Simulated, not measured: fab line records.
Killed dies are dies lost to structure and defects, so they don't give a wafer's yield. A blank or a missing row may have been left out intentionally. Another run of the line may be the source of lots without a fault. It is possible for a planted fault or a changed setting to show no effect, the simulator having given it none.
Which tool is to blame? | flow nand_harc | 14 lots, 42 wafers sampled, at 1 step of a route of 1302

## WHAT EACH GAUGE READ, for each wafer
NHARC_A_CHANNEL_HOLE_D2_CD_MEAS_31. Usual: cd_nm at 90.4 nm, with a standard deviation of 1.3.
lot  | measured     | on        | cd_nm (nm)     | flag
L165 | day 13 14:36 | cd_sem-02 | 86.9 88.0 89.6 |
L167 | day 14 21:49 | cd_sem-03 | 90.8 91.2 91.6 |
L168 | day 15 01:59 | cd_sem-03 | 90.5 91.4 92.3 |
L172 | day 15 20:49 | cd_sem-02 | 89.7 92.2 90.3 |
L171 | day 16 00:32 | cd_sem-03 | 91.3 90.1 90.5 |
L175 | day 17 00:40 | cd_sem-02 | 88.9 90.4 90.3 |
L177 | day 18 18:56 | cd_sem-03 | 90.5 90.0 91.2 |
L179 | day 19 12:21 | cd_sem-01 | 91.5 89.9 90.9 |
L180 | day 19 12:34 | cd_sem-01 | 91.0 90.6 89.1 |
L183 | day 20 19:14 | cd_sem-02 | 91.8 92.0 90.3 |
L186 | day 21 23:59 | cd_sem-01 | 90.4 89.8 90.4 |
L185 | day 22 00:17 | cd_sem-02 | 87.6 89.8 88.7 |
L187 | day 22 07:37 | cd_sem-02 | 88.2 91.7 93.3 |
L188 | day 23 03:11 | cd_sem-03 | 89.3 89.8 88.9 |

## WHICH TOOL RAN EACH LOT (tool, then ch and the chambers of the sampled wafers, then the start)
No process step before these readings appears in the record.

## WHAT THE TOOLS THEMSELVES READ (means of the sampled wafers that have a number; where no wafer has one, the mark that the record gives instead)
The record holds no such reading with a usual standard deviation.

## THE ANSWER, worked out from the rows above alone
Rule: a lot counts as off when the mean over its wafers that have a number is more than 3 standard deviations away from the usual mean. A lot without any number at a reading at which 4 lots or more have one is off too. All remaining lots with rows at the step are treated as sound. Order of review: gauges by route order, followed by the tools' own readings, for which a lot's mean as printed above is used. At the first step where some lot is off, the reading lying furthest off is the one used; lots without a number count as furthest.
None of the lots is off at any reading shown; this tells nothing.

## WHAT HAD BEEN PUT IN BY THE SIMULATOR
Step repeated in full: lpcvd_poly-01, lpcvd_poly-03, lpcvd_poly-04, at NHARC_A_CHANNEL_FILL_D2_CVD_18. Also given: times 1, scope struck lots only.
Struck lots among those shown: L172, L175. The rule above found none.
